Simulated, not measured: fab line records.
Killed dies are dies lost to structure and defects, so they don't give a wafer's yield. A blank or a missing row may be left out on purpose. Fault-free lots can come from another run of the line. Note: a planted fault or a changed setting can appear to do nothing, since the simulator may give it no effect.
Problem report in the 8D (eight disciplines) form, filled by code :: flow n5_finfet :: the parts of the form that need people (team, actions taken, sign-off) are left out

## 1. WHAT WENT WRONG
Wafers without a fault read 185.0 W, standard deviation 0.56; bias_w at N5_BEOL_M7_VIA_ETCH_34 reads a mean of 199.3 W on 6 wafers belonging to 2 lots. Relative to the usual mean, that is a shift of +25 standard deviations.
The step: etches SiCOH lowk in C4F6/O2, target depth 125.5 nm, time 50.5 s.
Earliest sighting: wafer L549.1 on rie_diel-05 at day 12 23:14. The record holds 24 wafers of 8 lots with a number at this step. Rule for "out", or "out of limits": more than 4 standard deviations from the usual mean. The other wafers with a number count as sound.

## 2. WHAT IT IS; WHAT IT IS NOT
question: which readings at this step
is: bias_w
is not: C4F6_flow_sccm, chamber_pressure_mTorr, drypump_motor_current_A, oes_f_703_au, oes_product_au, showerhead_plenum_p_Torr, throttle_valve_pct

question: which lots
is: L549, L551
is not: L538, L539, L540, L542, L557, L558

question: which wafers of those lots
is: all that have a number
is not: -

question: read on which tools
is: rie_diel-05
is not: rie_diel-03, rie_diel-04

question: when
is: from day 12 23:14
is not: up to then (12 sound wafers); but 6 sound wafers of L557, L558 came after

## 3. SUSPECTS, AND WHAT RULES EACH OUT
Counting: any tool at a process step up to the reading is kept as a suspect provided that every lot that is out went through it and no sound lot did after the first of them.
- rie_diel-05 at N5_BEOL_M7_ETCH_66 (etches SOC in N2/H2, target depth 80 nm, overetch 16 nm, time 120 s): kept. All lots that are out passed through it, beginning with L549 at day 12 23:08, and no sound lot followed; its final sound lot before that point was L538 at day 9 23:52.
- rie_diel-05 at N5_BEOL_M7_VIA_ETCH_34 (etches SiCOH lowk in C4F6/O2, target depth 125.5 nm, time 50.5 s): kept. All lots that are out passed through it, beginning with L549 at day 12 23:14, and no sound lot followed; its final sound lot before that point was L538 at day 9 23:59. Out on those wafers are its own readings of bias_w.
Remaining after the count are rie_diel-05 at N5_BEOL_M7_ETCH_66 and rie_diel-05 at N5_BEOL_M7_VIA_ETCH_34.

## 4. THE CAUSE (what the simulator had put in)
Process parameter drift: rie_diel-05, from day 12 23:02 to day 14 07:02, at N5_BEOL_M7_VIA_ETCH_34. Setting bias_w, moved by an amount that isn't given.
Counting left 2 suspects, and this tool is among them.

## 5. THE EFFECT CHAIN, in route order
Each row: a reading where the mean over the struck wafers with a number is more than 3 standard deviations away from the usual. Readings are gone through only where the record gives a usual standard deviation; hours: the median, over the lots, of the time from a lot's start at the first step in this table giving one to that lot's start at this step; sigmas: the change measured in usual standard deviations.
hours: 0
step: N5_BEOL_M7_VIA_ETCH_34
reading: bias_w
usual: 185.0 W
on struck wafers: 199.3
change: +14.3
sigmas: +25

hours: 0
step: N5_BEOL_M7_VIA_ETCH_34
reading: rf_vpp_V
usual: 667 V
on struck wafers: 709
change: +42
sigmas: +3.2
It contains these process steps:
- N5_BEOL_M7_VIA_ETCH_34: etches SiCOH lowk in C4F6/O2, target depth 125.5 nm, time 50.5 s.

## 6. HOW IT WOULD HAVE BEEN CAUGHT EARLIER
The fault began at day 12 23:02; the first out-of-limits reading in this record came at day 12 23:14, 0 hours later.
